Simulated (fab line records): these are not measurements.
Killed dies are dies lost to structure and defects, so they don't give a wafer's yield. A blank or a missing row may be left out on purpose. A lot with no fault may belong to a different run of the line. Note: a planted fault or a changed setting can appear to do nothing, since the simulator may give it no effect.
Which tool is to blame? || flow n5Finfet || 12 lots, 36 wafers sampled, at 6 steps of a route of 1938

== WHAT THE GAUGES READ, wafer by wafer ==
N5_BEOL_M12_CD_MEAS_10: the cd target is 140 nm.
{"lot": "L074", "measured": "day 13 15:02", "on": "cdSem-02", "cdNm (nm)": "139.3 140.8 139.4"}
{"lot": "L077", "measured": "day 14 04:57", "on": "cdSem-01", "cdNm (nm)": "143.2 144.3 143.1"}
{"lot": "L081", "measured": "day 14 20:26", "on": "cdSem-01", "cdNm (nm)": "141.3 142.2 143.5"}
{"lot": "L082", "measured": "day 15 10:17", "on": "cdSem-01", "cdNm (nm)": "139.2 139.6 141.1"}
{"lot": "L078", "measured": "day 15 13:08", "on": "cdSem-01", "cdNm (nm)": "143.6 141.7 145.4"}
{"lot": "L086", "measured": "day 16 06:54", "on": "cdSem-03", "cdNm (nm)": "142.4 141.7 140.2"}
{"lot": "L088", "measured": "day 16 23:02", "on": "cdSem-02", "cdNm (nm)": "139.1 142.7 141.1"}
{"lot": "L087", "measured": "day 17 08:15", "on": "cdSem-03", "cdNm (nm)": "145.8 143.4 145.2"}
{"lot": "L090", "measured": "day 18 03:40", "on": "cdSem-03", "cdNm (nm)": "144.7 148.5 145.1"}
{"lot": "L094", "measured": "day 18 15:19", "on": "cdSem-01", "cdNm (nm)": "141.2 141.1 139.5"}
{"lot": "L097", "measured": "day 19 04:58", "on": "cdSem-02", "cdNm (nm)": "142.5 141.9 141.3"}
{"lot": "L095", "measured": "day 20 14:59", "on": "cdSem-02", "cdNm (nm)": "142.5 138.5 143.5"}

== EACH LOT AND THE TOOL THAT RAN IT (in order: tool; ch and the chambers of the sampled wafers; start) ==
{"lot": "L074", "N5_BEOL_M10_ETCH_65": "rieDiel-04 ch 1,2,3, day 13 00:19", "N5_BEOL_M10_ETCH_66": "rieDiel-04 ch 1,2,3, day 13 00:22", "N5_BEOL_M10_TRENCH_ETCH_37": "rieDiel-04 ch 1,2,3, day 13 03:16 or earlier", "N5_BEOL_M10_ALD_74": "aldMetal-04 ch 1,3, day 13 03:16", "N5_BEOL_M11_ILD_DEP_00": "pecvd-01 ch 0,1,2, day 13 05:05"}
{"lot": "L077", "N5_BEOL_M10_ETCH_65": "rieDiel-05 ch 0,1, day 13 17:14", "N5_BEOL_M10_ETCH_66": "rieDiel-05 ch 0,1, day 13 17:17", "N5_BEOL_M10_TRENCH_ETCH_37": "rieDiel-05 ch 0,1, day 13 18:24 or earlier", "N5_BEOL_M10_ALD_74": "aldMetal-04 ch 1,2, day 13 18:24", "N5_BEOL_M11_ILD_DEP_00": "pecvd-03 ch 0,1,2, day 13 20:21"}
{"lot": "L081", "N5_BEOL_M10_ETCH_65": "rieDiel-04 ch 0,2, day 14 10:00", "N5_BEOL_M10_ETCH_66": "rieDiel-04 ch 0,2, day 14 10:03", "N5_BEOL_M10_TRENCH_ETCH_37": "rieDiel-04 ch 0,2, day 14 11:07 or earlier", "N5_BEOL_M10_ALD_74": "aldMetal-03 ch 0,3, day 14 11:07", "N5_BEOL_M11_ILD_DEP_00": "pecvd-04 ch 0,2, day 14 13:10"}
{"lot": "L082", "N5_BEOL_M10_ETCH_65": "rieDiel-01 ch 0,1,3, day 14 19:55", "N5_BEOL_M10_ETCH_66": "rieDiel-01 ch 0,1,3, day 14 19:58", "N5_BEOL_M10_TRENCH_ETCH_37": "rieDiel-01 ch 0,1,3, day 14 22:56 or earlier", "N5_BEOL_M10_ALD_74": "aldMetal-02 ch 0,2,3, day 14 22:56", "N5_BEOL_M11_ILD_DEP_00": "pecvd-01 ch 0,2, day 15 00:40"}
{"lot": "L078", "N5_BEOL_M10_ETCH_65": "rieDiel-01 ch 0,1,3, day 14 22:54", "N5_BEOL_M10_ETCH_66": "rieDiel-01 ch 0,1,3, day 14 22:57", "N5_BEOL_M10_TRENCH_ETCH_37": "rieDiel-01 ch 0,1,3, day 15 00:05 or earlier", "N5_BEOL_M10_ALD_74": "aldMetal-03 ch 0,2,3, day 15 00:05", "N5_BEOL_M11_ILD_DEP_00": "pecvd-01 ch 0,2, day 15 05:11"}
{"lot": "L086", "N5_BEOL_M10_ETCH_65": "rieDiel-01 ch 1,3, day 15 16:13", "N5_BEOL_M10_ETCH_66": "rieDiel-01 ch 1,3, day 15 16:16", "N5_BEOL_M10_TRENCH_ETCH_37": "rieDiel-01 ch 1,3, day 15 17:40 or earlier", "N5_BEOL_M10_ALD_74": "aldMetal-03 ch 0,3, day 15 17:40", "N5_BEOL_M11_ILD_DEP_00": "pecvd-04 ch 0,1, day 15 19:32"}
{"lot": "L088", "N5_BEOL_M10_ETCH_65": "rieDiel-01 ch 2,3, day 16 08:14", "N5_BEOL_M10_ETCH_66": "rieDiel-01 ch 2,3, day 16 08:17", "N5_BEOL_M10_TRENCH_ETCH_37": "rieDiel-01 ch 2,3, day 16 09:46 or earlier", "N5_BEOL_M10_ALD_74": "aldMetal-04 ch 0,3, day 16 09:46", "N5_BEOL_M11_ILD_DEP_00": "pecvd-04 ch 0,1, day 16 11:44"}
{"lot": "L087", "N5_BEOL_M10_ETCH_65": "rieDiel-04 ch 2,3, day 16 18:06", "N5_BEOL_M10_ETCH_66": "rieDiel-04 ch 2,3, day 16 18:09", "N5_BEOL_M10_TRENCH_ETCH_37": "rieDiel-04 ch 2,3, day 16 19:20 or earlier", "N5_BEOL_M10_ALD_74": "aldMetal-03 ch 0,1,3, day 16 19:20", "N5_BEOL_M11_ILD_DEP_00": "pecvd-01 ch 0,1,2, day 16 21:48"}
{"lot": "L090", "N5_BEOL_M10_ETCH_65": "rieDiel-05 ch 1,2,3, day 17 15:05", "N5_BEOL_M10_ETCH_66": "rieDiel-05 ch 1,2,3, day 17 15:08", "N5_BEOL_M10_TRENCH_ETCH_37": "rieDiel-05 ch 1,2,3, day 17 17:58 or earlier", "N5_BEOL_M10_ALD_74": "aldMetal-03 ch 1,2, day 17 17:58", "N5_BEOL_M11_ILD_DEP_00": "pecvd-01 ch 1,2, day 17 19:55"}
{"lot": "L094", "N5_BEOL_M10_ETCH_65": "rieDiel-05 ch 1,2,3, day 17 23:20", "N5_BEOL_M10_ETCH_66": "rieDiel-05 ch 1,2,3, day 17 23:23", "N5_BEOL_M10_TRENCH_ETCH_37": "rieDiel-05 ch 1,2,3, day 18 01:56 or earlier", "N5_BEOL_M10_ALD_74": "aldMetal-02 ch 0,1,3, day 18 01:56", "N5_BEOL_M11_ILD_DEP_00": "pecvd-04 ch 0,2, day 18 03:40"}
{"lot": "L097", "N5_BEOL_M10_ETCH_65": "rieDiel-04 ch 0,1,3, day 18 17:59", "N5_BEOL_M10_ETCH_66": "rieDiel-04 ch 0,1,3, day 18 18:02", "N5_BEOL_M10_TRENCH_ETCH_37": "rieDiel-04 ch 0,1,3, day 18 19:07 or earlier", "N5_BEOL_M10_ALD_74": "aldMetal-03 ch 0,1,3, day 18 19:07", "N5_BEOL_M11_ILD_DEP_00": "pecvd-01 ch 0,1, day 18 20:36"}
{"lot": "L095", "N5_BEOL_M10_ETCH_65": "rieDiel-05 ch 2,3, day 20 01:16", "N5_BEOL_M10_ETCH_66": "rieDiel-05 ch 2,3, day 20 01:19", "N5_BEOL_M10_TRENCH_ETCH_37": "rieDiel-05 ch 2,3, day 20 03:22 or earlier", "N5_BEOL_M10_ALD_74": "aldMetal-04 ch 2,3, day 20 03:22", "N5_BEOL_M11_ILD_DEP_00": "pecvd-01 ch 0,2, day 20 05:26"}
- N5_BEOL_M10_ETCH_65: etches SiARC in CF4, target depth 39 nm, time 65 s.
- N5_BEOL_M10_ETCH_66: etches SOC in N2/H2, target depth 120 nm, overetch 24 nm, time 180 s.
- N5_BEOL_M10_TRENCH_ETCH_37: etches SiCOH lowk in C4F6/O2, target depth 148.83 nm, time 48 s.
- N5_BEOL_M10_ALD_74: deposits TaN, target thk 2 nm, pulse time 2 s, purge time 3 s.
- N5_BEOL_M11_ILD_DEP_00: deposits SiCOH lowk from DEMS/porogen, target thk 308.51 nm, time 58 s.

== THE ANSWER, worked out from the rows above alone ==
Rule: the lots themselves supply what counts as usual. Put in order of their means at a reading, lots are off if they are a third of the lots or fewer, leave a main group of 4 or more, and stand apart from it by a gap of 3 or more times the standard deviation of the main group's means; of several such gaps the widest counts. A main group is skipped when, at the precision printed for the reading in the tables above, its means are all equal. A lot without any number at a reading at which 4 lots or more have one is off too. Where the step has rows for the other lots, those lots are counted as sound.
Across all readings shown, no lot is off: no conclusion can be drawn from this.

== WHAT HAD BEEN PUT IN BY THE SIMULATOR ==
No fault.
